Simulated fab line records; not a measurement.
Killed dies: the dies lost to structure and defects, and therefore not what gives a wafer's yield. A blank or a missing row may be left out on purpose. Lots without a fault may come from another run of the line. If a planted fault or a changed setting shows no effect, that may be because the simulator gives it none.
Chamber matching || flow nand harc || NHARC_P_ZERO_WELL_DESCUM_26 on rie diel-13: 4 sister chambers
The step chemistry O2, time 3 s. 14 wafers are shown with their chamber, then 7 later ones without.

EACH WAFER AND ITS CHAMBER
{"wafer": "L074.3", "chamber": 1, "drypump motor current A (A)": 5.9, "oes product au (a.u.)": 1.006, "o2 flow sccm (sccm)": 199.7}
{"wafer": "L074.4", "chamber": 0, "drypump motor current A (A)": 5.2, "oes product au (a.u.)": 1.013, "o2 flow sccm (sccm)": 201.2}
{"wafer": "L074.5", "chamber": 0, "drypump motor current A (A)": 5.3, "oes product au (a.u.)": 1.003, "o2 flow sccm (sccm)": 200.4}
{"wafer": "L076.2", "chamber": 2, "drypump motor current A (A)": 5.2, "oes product au (a.u.)": 1.000, "o2 flow sccm (sccm)": 200.0}
{"wafer": "L076.3", "chamber": 3, "drypump motor current A (A)": 5.5, "oes product au (a.u.)": 1.013, "o2 flow sccm (sccm)": 200.2}
{"wafer": "L076.6", "chamber": 0, "drypump motor current A (A)": 5.2, "oes product au (a.u.)": 1.006, "o2 flow sccm (sccm)": 201.2}
{"wafer": "L077.1", "chamber": 1, "drypump motor current A (A)": 5.9, "oes product au (a.u.)": 0.989, "o2 flow sccm (sccm)": 200.8}
{"wafer": "L077.4", "chamber": 3, "drypump motor current A (A)": 5.6, "oes product au (a.u.)": 0.999, "o2 flow sccm (sccm)": 200.5}
{"wafer": "L077.5", "chamber": 3, "drypump motor current A (A)": 5.6, "oes product au (a.u.)": 1.013, "o2 flow sccm (sccm)": 201.0}
{"wafer": "L083.3", "chamber": 3, "drypump motor current A (A)": 5.5, "oes product au (a.u.)": 1.007, "o2 flow sccm (sccm)": 199.1}
{"wafer": "L083.4", "chamber": 2, "drypump motor current A (A)": 5.2, "oes product au (a.u.)": 0.999, "o2 flow sccm (sccm)": 199.6}
{"wafer": "L083.5", "chamber": 1, "drypump motor current A (A)": 5.9, "oes product au (a.u.)": 1.006, "o2 flow sccm (sccm)": 200.9}
{"wafer": "L088.1", "chamber": 2, "drypump motor current A (A)": 5.2, "oes product au (a.u.)": 0.994, "o2 flow sccm (sccm)": 200.3}
{"wafer": "L088.3", "chamber": 3, "drypump motor current A (A)": 5.6, "oes product au (a.u.)": 1.009, "o2 flow sccm (sccm)": 200.3}

SIGNATURES, as means of the wafers listed above
{"reading": "drypump motor current A", "chamber 0": 5.233, "chamber 1": 5.900, "chamber 2": 5.200, "chamber 3": 5.560, "scatter within a chamber": 0.0432}
{"reading": "oes product au", "chamber 0": 1.00733, "chamber 1": 1.00033, "chamber 2": 0.99767, "chamber 3": 1.00820, "scatter within a chamber": 0.00632}
{"reading": "o2 flow sccm", "chamber 0": 200.933, "chamber 1": 200.467, "chamber 2": 199.967, "chamber 3": 200.220, "scatter within a chamber": 0.592}
Rule: for each reading, subtract the chamber's mean from the wafer's reading, divide by that reading's scatter and square the result; add these up over the readings and take the root, which gives the wafer's distance from the chamber. If the next closest chamber is less than 2 further off than the closest, the wafer can't be placed; otherwise it belongs to the closest. How the scatter is found: for the shown wafers, subtract from each reading the mean of its chamber, square and add these, divide the total by (wafers less chambers), then take the root.

WAFERS WITHOUT THEIR CHAMBER
{"wafer": "L088.6", "drypump motor current A (A)": 5.2, "oes product au (a.u.)": 1.013, "o2 flow sccm (sccm)": 200.3}
{"wafer": "L093.1", "drypump motor current A (A)": 5.3, "oes product au (a.u.)": 1.007, "o2 flow sccm (sccm)": 199.5}
{"wafer": "L093.3", "drypump motor current A (A)": 5.9, "oes product au (a.u.)": 0.996, "o2 flow sccm (sccm)": 199.6}
{"wafer": "L093.5", "drypump motor current A (A)": 5.3, "oes product au (a.u.)": 1.002, "o2 flow sccm (sccm)": 199.1}
{"wafer": "L095.1", "drypump motor current A (A)": 5.2, "oes product au (a.u.)": 0.988, "o2 flow sccm (sccm)": 199.9}
{"wafer": "L095.3", "drypump motor current A (A)": 5.9, "oes product au (a.u.)": 0.982, "o2 flow sccm (sccm)": 200.1}
{"wafer": "L095.5", "drypump motor current A (A)": 5.2, "oes product au (a.u.)": 0.990, "o2 flow sccm (sccm)": 200.2}

THE CHAMBER EACH PASSED THROUGH
{"wafer": "L088.6", "from the rows above": "can't be placed: 0 or 2", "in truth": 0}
{"wafer": "L093.1", "from the rows above": "can't be placed: 2 or 0", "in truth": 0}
{"wafer": "L093.3", "from the rows above": 1, "in truth": 1}
{"wafer": "L093.5", "from the rows above": "can't be placed: 2 or 0", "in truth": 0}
{"wafer": "L095.1", "from the rows above": 2, "in truth": 2}
{"wafer": "L095.3", "from the rows above": 1, "in truth": 1}
{"wafer": "L095.5", "from the rows above": "can't be placed: 2 or 0", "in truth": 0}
Correctly placed: 3 of 7. Cannot be placed on the basis of these rows: 4; the candidates contain the true chamber in 4. 0 placed wrongly.
